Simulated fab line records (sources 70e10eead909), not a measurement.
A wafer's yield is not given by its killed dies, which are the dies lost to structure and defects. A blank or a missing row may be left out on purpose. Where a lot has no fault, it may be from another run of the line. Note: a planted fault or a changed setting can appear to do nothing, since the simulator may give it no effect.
Which tool is to blame?	flow nandHarc	6 lots, 18 wafers sampled, at 5 steps of a route of 1159

## WHAT THE GAUGES READ, wafer by wafer
NHARC_END_SORT_01.
lot	measured	on	defectLimitedYield (%)
L624	day 23 03:21	prober-02	33.2 30.7 33.2
L630	day 25 05:35	prober-01	96.9 96.3 96.0

## WHAT TOOL EACH LOT RAN ON (gives the tool, then ch and the chambers of the sampled wafers, and finally the start)
lot	NHARC_A_BONDPAD_CMP_29	NHARC_THIN_TSV_STRIP_45	NHARC_THIN_TSV_ANNEAL_52	NHARC_THIN_TSV_PRE_CLEAN_54
L611	cmp-01 ch 0,2,3, day 18 04:27	plasmaAsher-01 ch 0,1, day 19 01:22	rtpAnneal-02 ch 0, day 19 04:19	pvdSputter-01, day 19 05:08
L608	cmp-03 ch 0,1,3, day 19 05:11	plasmaAsher-02 ch 0, day 19 22:55	rtpAnneal-01 ch 0, day 20 07:22	pvdSputter-01, day 20 08:16
L616	cmp-02 ch 0,1,3, day 20 02:38	plasmaAsher-01 ch 0,1, day 20 22:25	rtpAnneal-01 ch 0, day 21 03:20	pvdSputter-03, day 21 04:10
L617	cmp-01 ch 0,1,2, day 21 02:05	plasmaAsher-01 ch 0,1, day 21 19:34	rtpAnneal-01 ch 0, day 21 22:52	pvdSputter-01, day 21 23:45
L624	cmp-01 ch 0,3, day 21 16:53	plasmaAsher-02 ch 0, day 22 13:44	rtpAnneal-02 ch 0, day 22 16:40	pvdSputter-03, day 22 17:33
L630	cmp-02 ch 0,2, day 23 14:46	plasmaAsher-01 ch 0,1, day 24 09:23	rtpAnneal-01 ch 0, day 24 12:54	pvdSputter-01, day 24 13:46
- NHARC_A_BONDPAD_CMP_29: polishes SiCN, target thk 200 nm.
- NHARC_THIN_TSV_STRIP_45: strips in O2.
- NHARC_THIN_TSV_ANNEAL_52: time 90 s.
- NHARC_THIN_TSV_PRE_CLEAN_54: time 30 s.

## THE ANSWER, worked out from the rows above alone
Rule: the usual values come from the lots themselves. Put in order of their means at a reading, lots are off if they are a third of the lots or fewer, leave a main group of 4 or more, and stand apart from it by a gap of 3 or more times the standard deviation of the main group's means; of several such gaps the widest counts. The tables above print the reading to a certain number of digits; a main group whose means all agree to those digits is not used. Also off: a lot with no number at a reading for which 4 or more lots have one. Where the step has rows for the other lots, those lots are counted as sound.
No lot is off at any reading shown: from this, nothing can be told.

## WHAT THE SIMULATOR HAD PUT IN
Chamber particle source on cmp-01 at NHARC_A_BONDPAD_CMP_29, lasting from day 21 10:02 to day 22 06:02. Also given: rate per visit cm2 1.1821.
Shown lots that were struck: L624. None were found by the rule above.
